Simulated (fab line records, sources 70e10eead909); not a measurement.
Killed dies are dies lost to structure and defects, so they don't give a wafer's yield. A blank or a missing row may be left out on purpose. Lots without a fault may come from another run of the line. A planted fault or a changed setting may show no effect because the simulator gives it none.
Chamber matching | flow nand_harc | NHARC_A_BLC_CMP_25 on cmp-02: 4 sister chambers
The step polishes, t overpolish 30 s, target thk 150 nm. 18 wafers are shown with their chamber, then 9 later ones without.

WAFERS WITH THEIR CHAMBER
wafer  | chamber | motor_current_A (A) | time_to_endpoint_s (s) | overpolish_run_s (s)
L080.2 | 2       | 12.0                | 31.4                   | 30.011
L080.5 | 2       | 12.3                | 30.1                   | 30.004
L080.6 | 3       | 12.2                | 35.3                   | 30.003
L084.1 | 2       | 12.9                | 30.4                   | 29.996
L084.5 | 2       | 12.2                | 30.9                   | 29.990
L084.6 | 3       | 12.0                | 29.7                   | 30.019
L085.2 | 1       | 11.2                | 28.8                   | 29.996
L085.3 | 2       | 12.6                | 32.0                   | 30.003
L085.4 | 3       | 12.0                | 30.9                   | 30.003
L087.2 | 1       | 11.7                | 28.0                   | 29.977
L087.3 | 3       | 11.6                | 31.8                   | 29.991
L087.4 | 2       | 12.1                | 30.0                   | 30.002
L086.3 | 2       | 12.6                | 30.3                   | 30.002
L086.4 | 0       | 9.7                 | 34.3                   | 30.000
L086.6 | 2       | 12.6                | 29.8                   | 30.000
L088.2 | 1       | 11.7                | 26.9                   | 29.998
L088.5 | 3       | 12.2                | 30.2                   | 29.998
L088.6 | 2       | 12.6                | 28.5                   | 30.001

SIGNATURES (means of the wafers above)
reading            | chamber 0 | chamber 1 | chamber 2 | chamber 3 | scatter within a chamber
motor_current_A    | 9.700     | 11.533    | 12.433    | 12.000    | 0.281
time_to_endpoint_s | 34.300    | 27.900    | 30.378    | 31.580    | 1.46
overpolish_run_s   | 30.00000  | 29.99033  | 30.00100  | 30.00280  | 0.00826
Rule: a wafer's distance from a chamber is the root of the sum, over the readings, of the square of ((its reading less the chamber's mean) divided by the reading's scatter). The wafer belongs to the nearest chamber; if the next one is less than 2 further off, it can't be placed. The scatter: the root of (the sum of the squares of (reading less its chamber's mean) over the shown wafers, divided by (wafers less chambers)).

WAFERS WITHOUT THEIR CHAMBER
wafer  | motor_current_A (A) | time_to_endpoint_s (s) | overpolish_run_s (s)
L095.2 | 11.3                | 28.1                   | 30.013
L095.4 | 10.8                | 31.2                   | 29.990
L095.6 | 9.6                 | 32.2                   | 30.022
L096.1 | 11.3                | 32.1                   | 30.007
L096.3 | 11.3                | 33.6                   | 30.012
L096.5 | 12.0                | 33.0                   | 29.990
L093.2 | 8.8                 | 32.7                   | 30.002
L093.4 | 12.5                | 28.4                   | 29.990
L093.5 | 12.4                | 26.3                   | 30.008

WHICH CHAMBER EACH WENT THROUGH
wafer  | from the rows above          | in truth
L095.2 | can't be placed: 1 or 3 or 2 | 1
L095.4 | can't be placed: 1 or 3 or 0 | 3
L095.6 | 0                            | 0
L096.1 | can't be placed: 3 or 1 or 2 | 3
L096.3 | can't be placed: 3 or 1 or 2 | 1
L096.5 | can't be placed: 3 or 2      | 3
L093.2 | 0                            | 0
L093.4 | can't be placed: 2 or 3 or 1 | 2
L093.5 | can't be placed: 2 or 1 or 3 | 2
Placed correctly: 2 of 9. Can't be placed from these rows: 7 (the true chamber is among the candidates in 7). Placed wrongly: 0.
